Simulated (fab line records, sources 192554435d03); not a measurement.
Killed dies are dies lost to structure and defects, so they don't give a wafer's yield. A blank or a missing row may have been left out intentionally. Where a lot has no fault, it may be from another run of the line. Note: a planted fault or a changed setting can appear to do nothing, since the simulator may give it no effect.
Which tool is to blame? | flow n5 finfet | Sampling: 24 lots, 72 wafers, 3 of 1938 route steps

## WHAT EACH GAUGE READ, for each wafer
N5_BEOL_M2_OVL_MEAS_29.
lot  | measured     | on         | V1_OVL (nm)
L074 | day 6 19:15  | overlay-01 | -0.1 0.4 0.4
L075 | day 6 20:30  | overlay-02 | -0.4 0.1 -0.5
L076 | day 6 22:32  | overlay-01 | -0.1 0.6 -0.7
L077 | day 7 10:04  | overlay-02 | -0.3 0.5 -0.6
L078 | day 7 17:07  | overlay-02 | -1.8 -0.5 -1.3
L079 | day 7 17:23  | overlay-01 | 0.8 1.3 1.5
L080 | day 7 22:36  | overlay-01 | 0.8 0.7 0.5
L081 | day 8 07:09  | overlay-01 | 0.8 0.9 1.1
L082 | day 8 14:46  | overlay-01 | -1.0 -1.0 0.0
L083 | day 8 20:18  | overlay-01 | 0.2 0.9 1.4
L084 | day 9 00:37  | overlay-01 | 0.8 0.8 0.2
L085 | day 9 15:58  | overlay-02 | 0.9 -0.5 0.0
L086 | day 9 16:22  | overlay-01 | 1.1 0.5 0.4
L087 | day 9 21:19  | overlay-02 | 0.0 -0.2 -0.4
L088 | day 9 22:08  | overlay-01 | 0.2 0.6 -0.4
L089 | day 10 08:49 | overlay-02 | 0.0 0.7 0.6
L091 | day 10 16:12 | overlay-02 | 0.6 1.4 0.6
L090 | day 10 16:28 | overlay-02 | -0.1 0.5 0.5
L093 | day 11 07:40 | overlay-02 | -1.1 -1.3 -1.2
L092 | day 11 19:43 | overlay-01 | 1.6 1.4 1.2
L094 | day 12 04:44 | overlay-02 | 1.1 0.9 1.0
L095 | day 12 06:53 | overlay-01 | 0.1 0.4 -0.8
L096 | day 12 09:30 | overlay-01 | 0.5 0.1 0.6
L097 | day 12 16:02 | overlay-01 | -0.7 -0.4 -1.2

## EACH LOT AND THE TOOL THAT RAN IT (in order: tool; ch and the chambers of the sampled wafers; start)
lot  | N5_BEOL_M2_HM_DEP_02         | N5_BEOL_M2_ETCH_63
L074 | pvd sputter-03, day 6 17:38  | rie diel-05 ch 1,2,3, day 6 18:19
L075 | pvd sputter-03, day 6 18:49  | rie diel-02 ch 0,3, day 6 19:38
L076 | pvd sputter-01, day 6 20:56  | rie diel-02 ch 0,3, day 6 21:47
L077 | pvd sputter-01, day 7 08:32  | rie diel-04 ch 0,1, day 7 09:07
L078 | pvd sputter-02, day 7 15:34  | rie diel-04 ch 0,2, day 7 16:15
L079 | pvd sputter-01, day 7 15:40  | rie diel-02 ch 0,2,3, day 7 16:25
L080 | pvd sputter-03, day 7 21:09  | rie diel-04 ch 0,2,3, day 7 21:50
L081 | pvd sputter-01, day 8 05:40  | rie diel-04 ch 0,2,3, day 8 06:15
L082 | pvd sputter-03, day 8 13:20  | rie diel-02 ch 1,2,3, day 8 14:02
L083 | pvd sputter-01, day 8 18:50  | rie diel-04 ch 0,2, day 8 19:25
L084 | pvd sputter-02, day 8 22:57  | rie diel-02 ch 2,3, day 8 23:46
L085 | pvd sputter-01, day 9 14:31  | rie diel-02 ch 0,1,3, day 9 15:06
L086 | pvd sputter-03, day 9 14:47  | rie diel-02 ch 0,1, day 9 15:29
L087 | pvd sputter-01, day 9 19:34  | rie diel-02 ch 0,1,3, day 9 20:33
L088 | pvd sputter-03, day 9 20:47  | rie diel-05 ch 0,1,2, day 9 21:25
L089 | pvd sputter-03, day 10 07:31 | rie diel-02 ch 0,3, day 10 08:05
L091 | pvd sputter-01, day 10 14:36 | rie diel-05 ch 1,2, day 10 15:18
L090 | pvd sputter-01, day 10 15:01 | rie diel-04 ch 0,2,3, day 10 15:35
L093 | pvd sputter-03, day 11 06:22 | rie diel-02 ch 1,3, day 11 06:56
L092 | pvd sputter-03, day 11 18:08 | rie diel-05 ch 0,1,2, day 11 18:50
L094 | pvd sputter-01, day 12 03:17 | rie diel-05 ch 0,1,2, day 12 03:54
L095 | pvd sputter-01, day 12 05:26 | rie diel-05 ch 0,2,3, day 12 06:00
L096 | pvd sputter-01, day 12 07:56 | rie diel-05 ch 0,1,3, day 12 08:38
L097 | pvd sputter-02, day 12 14:36 | rie diel-05 ch 0,3, day 12 15:10
- N5_BEOL_M2_HM_DEP_02: deposits TiN, target thk 20 nm.
- N5_BEOL_M2_ETCH_63: etches SiARC in CF4, target depth 15.6 nm, time 26 s.

## WHAT THE TOOLS THEMSELVES READ (means of the sampled wafers that have a number; where no wafer has one, the mark that the record gives instead)
N5_BEOL_M2_HM_DEP_02.
lot  | tool           | susceptor temp C (C) | throttle valve pct (%)
L074 | pvd sputter-03 | 25.13                | 31.5
L075 | pvd sputter-03 | 24.95                | 31.5
L076 | pvd sputter-01 | 25.05                | 28.0
L077 | pvd sputter-01 | 25.04                | 29.3
L078 | pvd sputter-02 | 25.03                | 29.4
L079 | pvd sputter-01 | 24.96                | 29.4
L080 | pvd sputter-03 | 25.00                | 31.5
L081 | pvd sputter-01 | 25.11                | 28.9
L082 | pvd sputter-03 | 24.94                | 31.4
L083 | pvd sputter-01 | 24.98                | 28.7
L084 | pvd sputter-02 | 25.07                | 30.2
L085 | pvd sputter-01 | 25.00                | 30.1
L086 | pvd sputter-03 | 24.91                | 31.2
L087 | pvd sputter-01 | 25.07                | 29.0
L088 | pvd sputter-03 | 24.91                | 31.5
L089 | pvd sputter-03 | 25.01                | 31.4
L091 | pvd sputter-01 | 25.16                | 28.8
L090 | pvd sputter-01 | 25.00                | 29.4
L093 | pvd sputter-03 | 24.93                | 31.2
L092 | pvd sputter-03 | 25.01                | 31.6
L094 | pvd sputter-01 | 25.03                | 28.3
L095 | pvd sputter-01 | 24.93                | 27.9
L096 | pvd sputter-01 | 25.01                | 29.4
L097 | pvd sputter-02 | 24.98                | 29.4

N5_BEOL_M2_ETCH_63.
lot  | tool        | drypump motor current A (A) | etch rf on time s (s) | mfc ar sccm (sccm) | oes product au (a.u.) | rf vpp V (V) | showerhead plenum p Torr (Torr) | throttle valve pct (%)
L074 | rie diel-05 | 5.7                         | 25.9                  | 99.8               | 0.71                  | 183.5        | 2.11                            | 15.64
L075 | rie diel-02 | 6.3                         | 26.5                  | 99.8               | 0.59                  | 183.5        | 2.07                            | 15.44
L076 | rie diel-02 | 6.4                         | 27.3                  | 99.7               | 0.59                  | 184.2        | 2.10                            | 15.40
L077 | rie diel-04 | 5.5                         | 26.0                  | 99.8               | 0.65                  | 185.1        | 2.23                            | 15.50
L078 | rie diel-04 | 5.4                         | 26.1                  | 99.6               | 0.69                  | 184.7        | 2.22                            | 15.70
L079 | rie diel-02 | 6.1                         | 26.6                  | 100.0              | 0.58                  | 183.9        | 2.09                            | 15.57
L080 | rie diel-04 | 5.6                         | 26.4                  | 99.8               | 0.71                  | 184.5        | 2.17                            | 15.55
L081 | rie diel-04 | 5.6                         | 26.6                  | 100.2              | 0.70                  | 184.0        | 2.17                            | 15.56
L082 | rie diel-02 | 6.0                         | 26.9                  | 100.0              | 0.65                  | 184.0        | 2.13                            | 15.45
L083 | rie diel-04 | 5.5                         | 26.3                  | 100.1              | 0.68                  | 185.9        | 2.22                            | 15.72
L084 | rie diel-02 | 5.9                         | 26.6                  | 100.1              | 0.58                  | 182.6        | 2.11                            | 15.71
L085 | rie diel-02 | 6.2                         | 26.8                  | 99.9               | 0.64                  | 184.0        | 2.11                            | 15.35
L086 | rie diel-02 | 6.0                         | 26.7                  | 100.2              | 0.70                  | 183.7        | 2.13                            | 15.26
L087 | rie diel-02 | 6.2                         | 27.2                  | 99.8               | 0.63                  | 183.8        | 2.11                            | 15.35
L088 | rie diel-05 | 5.6                         | 26.0                  | 99.9               | 0.68                  | 184.3        | 2.13                            | 15.49
L089 | rie diel-02 | 6.4                         | 26.8                  | 99.8               | 0.57                  | 184.4        | 2.09                            | 15.46
L091 | rie diel-05 | 5.6                         | 27.4                  | 99.9               | 0.60                  | 182.6        | 2.05                            | 15.64
L090 | rie diel-04 | 5.7                         | 26.1                  | 99.6               | 0.68                  | 183.8        | 2.16                            | 15.61
L093 | rie diel-02 | 6.1                         | 27.4                  | 99.7               | 0.68                  | 183.8        | 2.14                            | 15.24
L092 | rie diel-05 | 5.6                         | 26.1                  | 100.1              | 0.66                  | 183.8        | 2.12                            | 15.53
L094 | rie diel-05 | 5.6                         | 26.3                  | 99.9               | 0.66                  | 183.4        | 2.12                            | 15.52
L095 | rie diel-05 | 5.3                         | 25.7                  | 100.1              | 0.70                  | 183.0        | 2.08                            | 15.52
L096 | rie diel-05 | 5.6                         | 25.3                  | 100.1              | 0.72                  | 184.1        | 2.17                            | 15.59
L097 | rie diel-05 | 5.4                         | 24.7                  | 100.1              | 0.76                  | 183.9        | 2.14                            | 15.58

## THE ANSWER, worked out from the rows above alone
Rule: usual is defined by the lots themselves. The widest of any qualifying gaps counts: lots, ordered by their means at a reading, are off when they make up no more than a third of the lots, leave a main group of 4 or more, and stand apart from it by 3 or more times the standard deviation of that group's means. The tables above print the reading to a certain number of digits; a main group whose means all agree to those digits is not used. A lot without any number at a reading at which 4 lots or more have one is off too. Where the step has rows for the other lots, those lots are counted as sound. The gauges are gone through in route order, then the tools' own readings, and for those a lot's mean is taken as printed above. At the first step where some lot is off, the reading lying furthest off is the one used; lots without a number count as furthest.
No lot is off on any of the readings shown, so nothing can be concluded from this.

## WHAT THE SIMULATOR HAD INSERTED
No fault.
